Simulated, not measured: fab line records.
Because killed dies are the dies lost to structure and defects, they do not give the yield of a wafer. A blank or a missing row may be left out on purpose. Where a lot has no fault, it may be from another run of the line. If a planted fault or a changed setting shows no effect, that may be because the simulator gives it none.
fab line records	flow n5-finfet
record: lots: 24	wafers: 72	last-day: 19
route steps=1938 shown BEOL_M5@1112
lots untouched by any fault: they come from a run of this same line in which no faults occurred
start-h: hours from the record's opening day to when the first of the lot's shown wafers began	wait-h: hours since the lot's step before	" unchanged from the row above	L1.1+2: one row covering several wafers at once	- no value, or no start was given	* or withheld: withheld	< > ~ a bound
route shown NAME@n: names a module that has steps shown in the file, with the first one's number in the route	usual: mean/standard deviation taken from wafers without a fault	same: alike in all rows	chamber/n: place in a boat	sites: the reading at each site	_std_site: standard deviation across them	_edge_site: mean of outer sites minus mean of inner sites	radius-mm: how far each site lies from the wafer's centre	mask NAME#n: copy n	behind: tool/chamber where the wafer was last shaped	hold: reason for holding the lot/hours on hold/outcome of the hold	device: whichever transistor did not switch (one of n, p or np)	end of line: the same wafers' tests at the end of the route	step lacking rows: just its recipe	killed: at the first sort, the dies lost to defects and structure; wafer yield is something else	map: a wafer's dies, marking killed ones x, the rest . and places with no die _
set.NAME: the setting the step ran with; set.NAME@STEP: the setting that earlier step ran with	model.NAME: the simulator's own value behind a step, which no gauge read
one table for each step of the route and one row for each wafer, over a sample of lots
services: a tool's chamber out of use, with start hour (start-h, from the record's first day; less than 0 if before it), hours out, and reason
== steps ==
step: N5_BEOL_M5_ILD_DEP_00
recipe: material: SiCOH_lowk	target-thk-a: 1406.4	temp-c: 300	precursor: DEMS/porogen	pressure-torr: 5	rf-w: 500	time-s: 25.9
usual: chamber-pressure-Torr: 5.001/0.011	heater-power-w: 321/63	rf-fwd-power-W: 495.3/2	showerhead-plenum-p-Torr: 5.744/0.016	showerhead-vpp-V: 1383/35	throttle-valve-pct: 14.0/0.81
lot.wafer	tool	chamber	start-h	wait-h	chamber-pressure-Torr	heater-power-w	rf-fwd-power-W	showerhead-plenum-p-Torr	showerhead-vpp-V	throttle-valve-pct
L074.2	pecvd-04	0	176.92	0.7	4.998	356	494.5	5.707	1425	15.7
L074.3	"	2	"	"	4.984	362	499.3	5.766	1376	13.7
L074.6	"	0	"	"	4.988	375	494.3	5.716	1423	15.4
L076.2	pecvd-04	1	182.91	0.7	4.996	401	493.6	5.759	1395	14.6
L076.5	"	2	"	"	4.997	356	499.0	5.750	1364	13.6
L076.6	"	1	"	"	5.002	310	494.6	5.766	1395	14.5
L075.1	pecvd-03	1	186.00	0.8	5.008	316	494.2	5.741	1377	13.5
L075.2	"	0	"	"	5.013	203	495.1	5.755	1385	13.9
L075.5	"	0	"	"	5.006	203	493.4	5.752	1368	13.6
L077.1	pecvd-03	1	194.20	0.8	5.001	323	494.4	5.742	1380	13.3
L077.5	"	1	"	"	5.006	332	494.9	5.752	1397	13.6
L077.6	"	2	"	"	5.007	303	495.9	5.751	1399	14.0
L078.1	pecvd-04	1	203.22	0.8	5.001	323	494.5	5.763	1404	14.4
L078.3	"	0	"	"	4.977	398	494.9	5.713	1408	15.6
L078.6	"	1	"	"	5.002	331	496.2	5.745	1389	14.6
L079.3	pecvd-04	2	205.78	0.5	5.011	322	497.9	5.750	1388	13.6
L079.4	"	0	"	"	5.014	420	493.4	5.699	1407	15.4
L079.6	"	1	"	"	4.992	367	492.7	5.749	1379	14.5
L080.3	pecvd-02	2	210.70	0.5	5.002	263	493.2	5.738	1293	13.1
L080.4	"	1	"	"	4.977	365	497.6	5.729	1449	13.9
L080.5	"	0	"	"	5.024	227	498.1	5.756	1364	14.9
L081.2	pecvd-03	0	211.47	0.7	5.009	251	492.6	5.740	1388	13.7
L081.4	"	2	"	"	5.008	326	492.5	5.745	1402	13.8
L081.5	"	0	"	"	5.008	255	491.9	5.755	1364	13.4
L082.1	pecvd-02	2	212.57	0.8	5.013	240	493.2	5.738	1277	12.9
L082.2	"	0	"	"	4.998	252	494.9	5.750	1342	14.4
L082.5	"	0	"	"	4.989	252	494.1	5.767	1357	14.7
L083.3	pecvd-04	1	228.98	0.5	5.004	337	495.5	5.766	1402	14.6
L083.5	"	2	"	"	5.013	357	496.1	5.766	1344	13.6
L083.6	"	0	"	"	5.013	393	493.2	5.707	1390	15.4
L085.3	pecvd-03	0	230.20	0.5	5.015	225	492.6	5.747	1355	13.4
L085.4	"	1	"	"	4.994	353	494.0	5.741	1407	13.5
L085.5	"	1	"	"	5.000	348	495.1	5.738	1370	13.4
L084.2	pecvd-04	1	233.30	0.7	5.014	348	493.9	5.747	1394	14.6
L084.4	"	0	"	"	4.981	456	491.4	5.716	1388	15.5
L084.6	"	1	"	"	5.002	348	494.7	5.770	1378	14.6
L087.1	pecvd-04	1	255.93	0.8	5.006	343	494.9	5.756	1404	14.6
L087.2	"	0	"	"	5.007	450	494.4	5.723	1407	15.5
L087.3	"	2	"	"	4.998	339	496.5	5.757	1364	13.5
L089.1	pecvd-04	0	262.06	0.8	4.996	444	493.5	5.708	1423	15.5
L089.2	"	1	"	"	4.996	339	494.8	5.755	1385	14.5
L089.3	"	2	"	"	4.990	360	497.5	5.753	1365	13.7
L086.3	pecvd-02	1	262.92	0.5	5.004	338	495.0	5.745	1447	14.0
L086.4	"	0	"	"	4.998	268	498.8	5.756	1359	15.2
L086.6	"	2	"	"	5.016	245	497.5	5.736	1289	13.1
L088.1	pecvd-02	2	269.89	0.8	5.007	264	496.9	5.724	1292	13.2
L088.4	"	0	"	"	4.997	276	497.7	5.739	1352	14.8
L088.6	"	1	"	"	4.992	377	494.9	5.743	1456	13.6
L090.3	pecvd-03	1	271.90	0.5	4.992	322	493.3	5.756	1374	13.7
L090.4	"	2	"	"	4.991	311	495.0	5.754	1392	12.6
L090.6	"	0	"	"	4.993	230	493.0	5.736	1368	13.6
L091.2	pecvd-03	0	306.24	0.7	5.001	198	493.4	5.755	1390	13.5
L091.4	"	0	"	"	5.017	200	492.6	5.735	1383	13.8
L091.6	"	2	"	"	5.017	249	496.5	5.760	1378	12.8
L093.1	pecvd-03	0	309.33	0.8	5.004	230	493.5	5.749	1372	13.9
L093.5	"	1	"	"	4.994	339	493.0	5.734	1363	13.5
L093.6	"	0	"	"	4.994	236	493.2	5.756	1364	13.7
L094.2	pecvd-04	2	313.92	0.7	4.991	362	495.7	5.752	1364	14.0
L094.3	"	1	"	"	5.001	355	494.3	5.762	1407	14.3
L094.6	"	1	"	"	5.008	356	494.2	5.757	1390	14.4
L092.4	pecvd-03	2	317.28	0.4	5.025	291	495.6	5.749	1393	12.7
L092.5	"	1	"	"	5.002	295	495.7	5.746	1383	13.4
L092.6	"	0	"	"	5.002	244	496.1	5.742	1368	13.7
L096.1	pecvd-04	2	333.32	0.8	5.000	337	497.6	5.739	1361	13.5
L096.3	"	0	"	"	5.010	419	496.4	5.714	1417	15.7
L096.5	"	1	"	"	4.998	370	495.0	5.763	1412	14.5
L095.2	pecvd-02	1	334.11	0.7	4.993	359	496.3	5.737	1450	13.8
L095.3	"	2	"	"	5.012	222	495.1	5.726	1318	12.9
L095.4	"	2	"	"	4.992	235	497.1	5.729	1293	13.4
L097.1	pecvd-03	1	336.86	0.8	4.998	297	495.8	5.748	1375	13.6
L097.2	"	0	"	"	5.012	255	493.1	5.738	1365	13.5
L097.3	"	2	"	"	5.001	258	496.7	5.747	1396	12.8
step: N5_BEOL_M5_THK_MEAS_01
recipe: reads: SiCOH_lowk_of_BEOL_M5_ILD_DEP_00
usual: M5_ILD_THK: 121.2/1.6
lot.wafer	tool	chamber	start-h	wait-h	M5_ILD_THK[nm]
L074.2	film-metro-02	-	177.49	0.4	119.4
L074.3	"	-	"	"	119.7
L074.6	"	-	"	"	120.3
L076.2	film-metro-01	-	183.48	0.4	120.0
L076.5	"	-	"	"	121.0
L076.6	"	-	"	"	120.2
L075.1	film-metro-02	-	186.57	0.4	118.2
L075.2	"	-	"	"	120.3
L075.5	"	-	"	"	123.1
L077.1	film-metro-01	-	195.25	0.8	119.0
L077.5	"	-	"	"	120.5
L077.6	"	-	"	"	122.3
L078.1	film-metro-01	-	203.79	0.4	120.1
L078.3	"	-	"	"	120.5
L078.6	"	-	"	"	121.8
L079.3	film-metro-02	-	206.37	0.3	121.4
L079.4	"	-	"	"	124.0
L079.6	"	-	"	"	123.0
L080.3	film-metro-01	-	211.54	0.3	119.0
L080.4	"	-	"	"	121.7
L080.5	"	-	"	"	120.4
L081.2	film-metro-01	-	212.04	0.4	119.8
L081.4	"	-	"	"	124.5
L081.5	"	-	"	"	122.3
L082.1	film-metro-01	-	213.14	0.4	118.1
L082.2	"	-	"	"	118.9
L082.5	"	-	"	"	120.6
L083.3	film-metro-01	-	229.70	0.3	119.8
L083.5	"	-	"	"	123.1
L083.6	"	-	"	"	122.1
L085.3	film-metro-01	-	236.80	0.3	123.7
L085.4	"	-	"	"	124.7
L085.5	"	-	"	"	123.8
L084.2	film-metro-02	-	238.54	0.4	120.2
L084.4	"	-	"	"	122.6
L084.6	"	-	"	"	120.8
L087.1	film-metro-01	-	256.50	0.4	121.4
L087.2	"	-	"	"	120.1
L087.3	"	-	"	"	122.0
L089.1	film-metro-01	-	262.63	0.4	120.1
L089.2	"	-	"	"	119.9
L089.3	"	-	"	"	121.3
L086.3	film-metro-02	-	263.49	0.3	121.0
L086.4	"	-	"	"	120.2
L086.6	"	-	"	"	121.5
L088.1	film-metro-01	-	270.95	0.8	117.7
L088.4	"	-	"	"	119.9
L088.6	"	-	"	"	122.2
L090.3	film-metro-01	-	272.95	0.5	121.1
L090.4	"	-	"	"	123.7
L090.6	"	-	"	"	122.0
L091.2	film-metro-02	-	306.81	0.4	122.3
L091.4	"	-	"	"	124.1
L091.6	"	-	"	"	124.8
L093.1	film-metro-02	-	309.90	0.4	120.2
L093.5	"	-	"	"	121.6
L093.6	"	-	"	"	122.9
L094.2	film-metro-01	-	314.97	0.7	119.5
L094.3	"	-	"	"	118.5
L094.6	"	-	"	"	120.6
L092.4	film-metro-01	-	317.85	0.2	124.4
L092.5	"	-	"	"	121.3
L092.6	"	-	"	"	122.8
L096.1	film-metro-02	-	334.38	0.8	120.7
L096.3	"	-	"	"	120.1
L096.5	"	-	"	"	121.5
L095.2	film-metro-02	-	334.69	0.4	122.1
L095.3	"	-	"	"	120.5
L095.4	"	-	"	"	121.7
L097.1	film-metro-01	-	337.43	0.4	120.6
L097.2	"	-	"	"	120.5
L097.3	"	-	"	"	121.7
step: N5_BEOL_M5_STRIP_64
recipe: chemistry: CF4	resist: SiARC	power-w: 300	bias-power-w: 75	pressure-mtorr: 50	cf4-flow-sccm: 150	rf-frequency-hz: 6e+07
usual: drypump-motor-current-A: 5.8/0.5	oes-product-au: 0.81/0.074	rf-fwd-power-W: 292.6/0.92	rf-vpp-V: 271.3/1.5	showerhead-plenum-p-Torr: 1.80/0.055	throttle-valve-pct: 13.43/0.27
lot.wafer	tool	chamber	start-h	wait-h	drypump-motor-current-A	oes-product-au	rf-fwd-power-W	rf-hours-counter-h	rf-vpp-V	showerhead-plenum-p-Torr	throttle-valve-pct
L074.2	rie-diel-03	0	178.99	0.0	4.9	0.78	292.6	136	271.3	1.80	13.33
L074.3	"	1	"	"	6.0	0.73	291.9	169	272.8	1.86	14.05
L074.6	"	0	"	"	4.9	0.77	292.3	-	270.2	1.80	13.35
L076.2	rie-diel-01	2	184.89	0.0	5.7	0.85	292.3	41	271.9	1.82	13.38
L076.5	"	2	"	"	5.7	0.85	293.0	-	271.2	1.82	13.40
L076.6	"	0	"	"	6.4	0.81	292.3	-	270.7	1.81	13.39
L075.1	rie-diel-03	1	188.32	0.0	6.0	0.71	292.5	172	271.4	1.86	14.02
L075.2	"	2	"	"	5.7	0.74	293.3	144	271.0	1.80	13.46
L075.5	"	3	"	"	6.7	0.89	292.1	-	271.6	1.82	13.18
L077.1	rie-diel-03	3	198.08	0.0	6.7	0.88	292.9	25	273.2	1.82	13.20
L077.5	"	2	"	"	5.8	0.73	292.3	-	272.4	1.80	13.48
L077.6	"	1	"	"	6.0	0.73	294.1	-	271.5	1.86	14.03
L078.1	rie-diel-02	3	205.60	0.0	6.2	0.68	292.5	226	269.0	1.70	13.73
L078.3	"	1	"	"	5.2	0.69	292.0	225	269.5	1.70	13.88
L078.6	"	3	"	"	6.2	0.68	291.8	-	268.5	1.70	13.72
L079.3	rie-diel-02	1	207.50	0.0	5.2	0.69	291.4	225	269.2	1.70	13.90
L079.4	"	2	"	"	6.4	0.94	290.3	8	271.7	1.77	13.52
L079.6	"	0	"	"	5.6	0.90	293.3	-	270.2	1.74	13.25
L080.3	rie-diel-01	0	215.45	0.0	6.4	0.80	292.5	114	270.2	1.81	13.43
L080.4	"	3	"	"	5.4	0.94	291.7	7	271.1	1.77	13.13
L080.5	"	1	"	"	5.8	0.86	292.3	-	273.2	1.90	13.06
L081.2	rie-diel-01	0	215.68	0.0	6.5	0.80	293.8	114	271.2	1.81	13.44
L081.4	"	1	"	"	5.8	0.86	292.4	45	273.3	1.90	13.06
L081.5	"	3	"	"	5.3	0.93	292.4	-	271.8	1.77	13.12
L082.1	rie-diel-03	2	215.78	0.0	5.8	0.73	290.5	151	270.8	1.79	13.49
L082.2	"	3	"	"	6.7	0.87	292.1	30	272.2	1.82	13.21
L082.5	"	0	"	"	4.9	0.76	291.0	-	270.5	1.80	13.38
L083.3	rie-diel-01	0	230.98	0.0	6.5	0.79	291.9	120	271.4	1.81	13.44
L083.5	"	3	"	"	5.4	0.92	291.7	-	270.0	1.77	13.15
L083.6	"	2	"	"	5.7	0.82	291.9	-	270.9	1.82	13.41
L085.3	rie-diel-01	0	238.09	0.0	6.5	0.79	292.4	123	270.2	1.81	13.45
L085.4	"	3	"	"	5.4	0.90	293.4	14	268.7	1.77	13.16
L085.5	"	0	"	"	6.5	0.79	292.0	-	272.2	1.81	13.44
L084.2	rie-diel-01	0	239.91	0.0	6.5	0.80	293.1	123	271.7	1.81	13.45
L084.4	"	3	"	"	5.4	0.91	291.7	15	271.2	1.77	13.15
L084.6	"	0	"	"	6.5	0.79	293.7	-	272.3	1.81	13.45
L087.1	rie-diel-02	1	257.98	0.0	5.2	0.68	292.3	237	268.4	1.69	13.92
L087.2	"	2	"	"	6.4	0.90	292.8	19	270.5	1.76	13.52
L087.3	"	3	"	"	6.2	0.67	293.6	237	269.4	1.70	13.75
L089.1	rie-diel-01	2	265.30	0.0	5.7	0.81	292.4	69	273.2	1.81	13.44
L089.2	"	1	"	"	5.7	0.84	292.8	63	274.0	1.90	13.12
L089.3	"	0	"	"	6.4	0.78	293.7	132	271.1	1.81	13.46
L086.3	rie-diel-01	2	265.69	0.0	5.7	0.82	294.0	69	270.9	1.81	13.46
L086.4	"	0	"	"	6.4	0.79	291.8	132	271.9	1.81	13.48
L086.6	"	2	"	"	5.7	0.81	294.0	-	271.5	1.81	13.44
L088.1	rie-diel-03	3	273.04	0.0	6.6	0.83	292.4	52	271.9	1.81	13.26
L088.4	"	0	"	"	4.9	0.74	295.1	169	270.8	1.79	13.41
L088.6	"	1	"	"	6.0	0.70	293.3	-	271.2	1.86	14.09
L090.3	rie-diel-01	3	275.49	0.0	5.4	0.88	292.5	25	268.7	1.77	13.18
L090.4	"	2	"	"	5.7	0.80	292.3	72	270.1	1.81	13.46
L090.6	"	3	"	"	5.3	0.88	292.4	-	270.5	1.77	13.16
L091.2	rie-diel-02	1	308.31	0.0	5.2	0.67	292.7	251	269.4	1.69	13.95
L091.4	"	0	"	"	5.6	0.85	292.5	-	270.1	1.73	13.31
L091.6	"	1	"	"	5.2	0.68	291.9	-	268.7	1.69	13.94
L093.1	rie-diel-01	3	312.76	0.0	5.3	0.85	292.2	37	268.5	1.76	13.19
L093.5	"	3	"	"	5.3	0.87	292.4	-	270.2	1.76	13.20
L093.6	"	0	"	"	6.4	0.78	293.0	-	272.7	1.80	13.52
L094.2	rie-diel-02	1	316.86	0.0	5.2	0.67	292.9	254	269.6	1.69	13.97
L094.3	"	0	"	"	5.6	0.84	294.3	52	269.3	1.73	13.32
L094.6	"	0	"	"	5.6	0.85	292.7	-	270.5	1.73	13.31
L092.4	rie-diel-03	0	318.94	0.0	4.9	0.73	292.7	181	271.0	1.79	13.44
L092.5	"	3	"	"	6.6	0.82	293.8	-	271.1	1.81	13.29
L092.6	"	2	"	"	5.7	0.70	292.9	-	272.1	1.78	13.56
L096.1	rie-diel-02	2	335.60	0.0	6.4	0.86	292.8	47	270.4	1.75	13.61
L096.3	"	3	"	"	6.2	0.93	292.1	6	273.7	1.90	13.23
L096.5	"	0	"	"	5.6	0.84	292.8	-	269.8	1.73	13.32
L095.2	rie-diel-01	0	335.77	0.0	6.5	0.77	292.3	153	271.2	1.80	13.50
L095.3	"	3	"	"	5.4	0.85	294.2	45	271.1	1.76	13.24
L095.4	"	0	"	"	6.5	0.76	293.0	-	269.5	1.80	13.54
L097.1	rie-diel-03	1	338.75	0.0	6.0	0.69	293.6	220	271.5	1.85	14.15
L097.2	"	2	"	"	5.7	0.70	292.5	193	271.5	1.78	13.57
L097.3	"	3	"	"	6.6	0.82	292.0	71	271.6	1.81	13.33
step: N5_BEOL_M5_OVL_MEAS_29
recipe: points-per-wafer: 522
usual: V4_OVL: 0.3/0.68
same: points-per-wafer: 522
lot.wafer	tool	chamber	start-h	wait-h	V4_OVL[nm]
L074.2	overlay-02	0	180.05	0.0	-0.6
L074.3	"	0	"	"	-0.6
L074.6	"	0	"	"	-0.3
L076.2	overlay-01	0	185.46	0.0	0.3
L076.5	"	0	"	"	1.0
L076.6	"	0	"	"	1.0
L075.1	overlay-02	0	189.21	0.0	-0.4
L075.2	"	0	"	"	0.5
L075.5	"	0	"	"	-1.0
L077.1	overlay-02	0	200.08	0.0	0.7
L077.5	"	0	"	"	0.5
L077.6	"	0	"	"	1.2
L078.1	overlay-01	0	206.40	0.0	0.3
L078.3	"	0	"	"	1.2
L078.6	"	0	"	"	0.5
L079.3	overlay-02	0	208.98	0.0	0.1
L079.4	"	0	"	"	-0.9
L079.6	"	0	"	"	-0.4
L080.3	overlay-01	0	216.12	0.0	0.9
L080.4	"	0	"	"	1.6
L080.5	"	0	"	"	2.3
L081.2	overlay-01	0	216.29	0.0	2.0
L081.4	"	0	"	"	0.5
L081.5	"	0	"	"	1.2
L082.1	overlay-02	0	216.44	0.0	-0.2
L082.2	"	0	"	"	-0.4
L082.5	"	0	"	"	-0.3
L083.3	overlay-01	0	235.75	0.0	0.4
L083.5	"	0	"	"	1.1
L083.6	"	0	"	"	0.1
L085.3	overlay-02	0	238.80	0.0	1.0
L085.4	"	0	"	"	-0.3
L085.5	"	0	"	"	0.0
L084.2	overlay-01	0	242.08	0.0	0.0
L084.4	"	0	"	"	-0.3
L084.6	"	0	"	"	-0.5
L087.1	overlay-02	0	258.67	0.0	-0.5
L087.2	"	0	"	"	-0.5
L087.3	"	0	"	"	-0.3
L089.1	overlay-02	0	267.32	0.0	0.4
L089.2	"	0	"	"	0.3
L089.3	"	0	"	"	0.1
L086.3	overlay-02	0	267.40	0.0	0.3
L086.4	"	0	"	"	0.5
L086.6	"	0	"	"	0.7
L088.1	overlay-01	0	274.32	0.0	0.0
L088.4	"	0	"	"	0.5
L088.6	"	0	"	"	0.7
L090.3	overlay-01	0	281.44	0.0	1.0
L090.4	"	0	"	"	1.4
L090.6	"	0	"	"	1.2
L091.2	overlay-02	0	311.51	0.0	0.8
L091.4	"	0	"	"	-0.1
L091.6	"	0	"	"	-0.4
L093.1	overlay-02	0	313.37	0.0	0.1
L093.5	"	0	"	"	-0.3
L093.6	"	0	"	"	-0.7
L094.2	overlay-02	0	317.43	0.0	0.7
L094.3	"	0	"	"	-1.0
L094.6	"	0	"	"	0.5
L092.4	overlay-02	0	320.30	0.0	-0.1
L092.5	"	0	"	"	-0.6
L092.6	"	0	"	"	0.2
L096.1	overlay-01	0	336.71	0.0	0.4
L096.3	"	0	"	"	0.5
L096.5	"	0	"	"	0.1
L095.2	overlay-01	0	336.89	0.0	0.4
L095.3	"	0	"	"	1.2
L095.4	"	0	"	"	1.0
L097.1	overlay-01	0	340.25	0.0	-0.1
L097.2	"	0	"	"	0.6
L097.3	"	0	"	"	0.9
step: N5_BEOL_M5_CD_MEAS_35
recipe: target-cd-nm: 28	target-cd-y-nm: 24	polarity: opening
usual: cd-nm: 27.9/0.38
lot.wafer	tool	chamber	start-h	wait-h	cd-nm
L074.2	cd-sem-01	-	180.71	0.0	27.8
L074.3	"	-	"	"	27.7
L074.6	"	-	"	"	28.1
L076.2	cd-sem-03	-	186.12	0.0	27.8
L076.5	"	-	"	"	27.9
L076.6	"	-	"	"	28.2
L075.1	cd-sem-01	-	189.94	0.0	28.0
L075.2	"	-	"	"	28.4
L075.5	"	-	"	"	28.2
L077.1	cd-sem-02	-	201.05	0.0	28.2
L077.5	"	-	"	"	27.8
L077.6	"	-	"	"	27.9
L078.1	cd-sem-01	-	207.07	0.0	27.8
L078.3	"	-	"	"	27.5
L078.6	"	-	"	"	27.0
L079.3	cd-sem-03	-	209.95	0.0	27.3
L079.4	"	-	"	"	27.6
L079.6	"	-	"	"	27.5
L080.3	cd-sem-01	-	217.02	0.0	27.9
L080.4	"	-	"	"	27.2
L080.5	"	-	"	"	27.9
L081.2	cd-sem-03	-	217.44	0.0	28.2
L081.4	"	-	"	"	28.3
L081.5	"	-	"	"	28.6
L082.1	cd-sem-03	-	217.47	0.0	27.7
L082.2	"	-	"	"	28.2
L082.5	"	-	"	"	27.9
L083.3	cd-sem-03	-	236.91	0.0	28.0
L083.5	"	-	"	"	27.7
L083.6	"	-	"	"	28.1
L085.3	cd-sem-01	-	239.46	0.0	27.8
L085.4	"	-	"	"	27.9
L085.5	"	-	"	"	28.2
L084.2	cd-sem-01	-	242.74	0.0	27.5
L084.4	"	-	"	"	28.0
L084.6	"	-	"	"	28.2
L087.1	cd-sem-01	-	259.34	0.0	28.2
L087.2	"	-	"	"	28.0
L087.3	"	-	"	"	28.6
L089.1	cd-sem-02	-	267.99	0.0	27.9
L089.2	"	-	"	"	28.1
L089.3	"	-	"	"	27.8
L086.3	cd-sem-03	-	268.06	0.0	27.9
L086.4	"	-	"	"	27.9
L086.6	"	-	"	"	27.7
L088.1	cd-sem-02	-	275.47	0.0	28.0
L088.4	"	-	"	"	28.1
L088.6	"	-	"	"	27.9
L090.3	cd-sem-03	-	282.10	0.0	27.5
L090.4	"	-	"	"	27.5
L090.6	"	-	"	"	27.2
L091.2	cd-sem-02	-	312.17	0.0	27.9
L091.4	"	-	"	"	27.5
L091.6	"	-	"	"	27.5
L093.1	cd-sem-01	-	314.42	0.0	27.7
L093.5	"	-	"	"	27.4
L093.6	"	-	"	"	27.4
L094.2	cd-sem-02	-	318.12	0.0	28.6
L094.3	"	-	"	"	28.1
L094.6	"	-	"	"	28.1
L092.4	cd-sem-03	-	320.96	0.0	27.8
L092.5	"	-	"	"	28.5
L092.6	"	-	"	"	28.6
L096.1	cd-sem-02	-	337.44	0.0	27.8
L096.3	"	-	"	"	27.5
L096.5	"	-	"	"	27.4
L095.2	cd-sem-03	-	337.74	0.0	27.9
L095.3	"	-	"	"	28.0
L095.4	"	-	"	"	27.6
L097.1	cd-sem-01	-	340.92	0.0	27.8
L097.2	"	-	"	"	28.1
L097.3	"	-	"	"	28.4
step: N5_BEOL_M5_SPUTTER_90
recipe: material: Cu	target-thk-a: 45	temp-c: -20	chamber-pressure-pa: 0.07	power-w: withheld	time-s: 8.29
usual: chuck-sensor-temp-C: -16.1/0.44	substrate-temp-c: -20.02/0.11	throttle-valve-pct: 30.3/1.3
lot.wafer	tool	chamber	start-h	wait-h	chuck-sensor-temp-C	substrate-temp-c	throttle-valve-pct
L074.2	pvd-sputter-03	-	186.12	0.5	-15.8	-20.03	30.3
L074.3	"	-	"	"	-16.1	-20.19	29.5
L074.6	"	-	"	"	-15.7	-20.07	30.5
L076.2	pvd-sputter-03	-	191.69	0.5	-15.8	-20.08	30.8
L076.5	"	-	"	"	-16.7	-20.08	32.9
L076.6	"	-	"	"	-15.9	-19.82	29.7
L075.1	pvd-sputter-01	-	197.36	0.5	-15.9	-19.66	30.9
L075.2	"	-	"	"	-16.1	-19.95	30.0
L075.5	"	-	"	"	-16.1	-20.01	30.1
L077.1	pvd-sputter-03	-	208.97	0.5	-15.7	-20.07	30.4
L077.5	"	-	"	"	-16.7	-20.09	32.7
L077.6	"	-	"	"	-16.2	-19.97	31.4
L078.1	pvd-sputter-03	-	214.54	0.5	-16.1	-20.00	31.0
L078.3	"	-	"	"	-16.6	-20.13	32.8
L078.6	"	-	"	"	-16.6	-20.05	32.6
L079.3	pvd-sputter-02	-	216.07	0.5	-15.2	-20.08	28.7
L079.4	"	-	"	"	-16.5	-20.06	29.6
L079.6	"	-	"	"	-16.1	-20.05	29.0
L080.3	pvd-sputter-03	-	222.84	0.5	-16.1	-19.85	29.6
L080.4	"	-	"	"	-16.2	-20.08	31.6
L080.5	"	-	"	"	-16.4	-20.19	32.7
L081.2	pvd-sputter-02	-	224.48	0.5	-15.9	-19.88	28.9
L081.4	"	-	"	"	-15.3	-19.94	28.4
L081.5	"	-	"	"	-16.8	-20.04	29.5
L082.1	pvd-sputter-01	-	224.86	0.5	-16.0	-20.07	31.4
L082.2	"	-	"	"	-15.4	-20.03	31.3
L082.5	"	-	"	"	-16.0	-20.06	30.9
L083.3	pvd-sputter-03	-	243.87	0.5	-16.1	-19.98	29.3
L083.5	"	-	"	"	-16.1	-20.05	29.7
L083.6	"	-	"	"	-16.6	-20.10	32.8
L085.3	pvd-sputter-02	-	246.34	0.5	-16.5	-19.95	29.5
L085.4	"	-	"	"	-15.1	-20.03	28.7
L085.5	"	-	"	"	-16.0	-20.20	29.1
L084.2	pvd-sputter-03	-	248.71	0.5	-16.3	-20.16	31.1
L084.4	"	-	"	"	-16.1	-20.20	29.6
L084.6	"	-	"	"	-16.0	-19.99	31.0
L087.1	pvd-sputter-02	-	264.77	0.5	-15.9	-20.02	29.1
L087.2	"	-	"	"	-16.6	-20.00	29.5
L087.3	"	-	"	"	-16.0	-20.05	28.8
L089.1	pvd-sputter-01	-	273.36	0.5	-16.6	-19.96	31.5
L089.2	"	-	"	"	-16.0	-20.00	31.2
L089.3	"	-	"	"	-16.1	-20.09	30.0
L086.3	pvd-sputter-03	-	273.78	0.5	-16.3	-20.11	30.8
L086.4	"	-	"	"	-16.0	-20.03	29.4
L086.6	"	-	"	"	-16.2	-20.00	31.1
L088.1	pvd-sputter-03	-	285.51	0.5	-16.5	-19.89	32.5
L088.4	"	-	"	"	-16.1	-19.92	31.1
L088.6	"	-	"	"	-16.1	-20.04	29.3
L090.3	pvd-sputter-02	-	289.87	0.5	-16.6	-19.93	29.6
L090.4	"	-	"	"	-15.2	-19.90	28.6
L090.6	"	-	"	"	-15.9	-20.17	29.3
L091.2	pvd-sputter-01	-	317.71	0.5	-16.2	-19.97	30.0
L091.4	"	-	"	"	-17.0	-20.13	31.2
L091.6	"	-	"	"	-16.1	-19.97	29.9
L093.1	pvd-sputter-02	-	320.54	0.5	-16.8	-20.00	29.6
L093.5	"	-	"	"	-16.1	-20.14	29.1
L093.6	"	-	"	"	-15.3	-19.94	28.5
L094.2	pvd-sputter-03	-	324.33	0.5	-16.2	-20.04	29.5
L094.3	"	-	"	"	-16.1	-19.77	31.2
L094.6	"	-	"	"	-16.4	-19.98	33.0
L092.4	pvd-sputter-02	-	328.39	0.0	-16.0	-19.98	29.1
L092.5	"	-	"	"	-15.3	-20.15	28.7
L092.6	"	-	"	"	-16.1	-20.00	28.9
L096.1	pvd-sputter-03	-	343.14	0.5	-15.6	-20.01	30.2
L096.3	"	-	"	"	-16.3	-20.02	31.0
L096.5	"	-	"	"	-16.5	-19.96	32.5
L095.2	pvd-sputter-01	-	343.62	0.5	-15.3	-20.01	31.2
L095.3	"	-	"	"	-16.8	-20.06	31.0
L095.4	"	-	"	"	-16.1	-20.08	30.0
L097.1	pvd-sputter-02	-	347.40	0.5	-15.2	-20.11	28.8
L097.2	"	-	"	"	-16.7	-20.03	29.6
L097.3	"	-	"	"	-16.2	-20.20	28.8
== services ==
tool	chamber	start-h	hours	kind
pecvd-02	-	157.55	0.9	repair
pecvd-04	0	158.87	5.5	scheduled-down
pecvd-03	-	168.63	2.8	repair
rie-diel-03	2	170.50	10.6	repair
rie-diel-01	3	172.28	-	clean
rie-diel-01	3	172.28	-	consumable-replace:focus-ring
rie-diel-01	3	172.28	17.3	scheduled-down
rie-diel-01	3	172.28	17.3	vent-cycle
rie-diel-02	-	186.52	0.8	repair
pvd-sputter-02	-	189.66	6.6	repair
rie-diel-01	3	216.72	5.4	repair
pecvd-04	2	221.37	2.1	scheduled-down
pecvd-03	2	222.84	7.1	repair
rie-diel-02	-	226.79	14.6	pm
pecvd-03	2	229.98	-	clean
pecvd-03	2	229.98	-	consumable-replace:showerhead
pecvd-03	2	229.98	29.0	scheduled-down
pecvd-03	2	229.98	29.0	vent-cycle
pecvd-02	-	264.28	5.5	pm
rie-diel-02	0	275.91	6.9	repair
rie-diel-01	2	285.53	14.8	repair
pvd-sputter-03	-	294.50	0.8	repair
pecvd-04	1	307.59	2.1	scheduled-down
pecvd-03	-	324.74	0.7	repair
== key ==
fault none
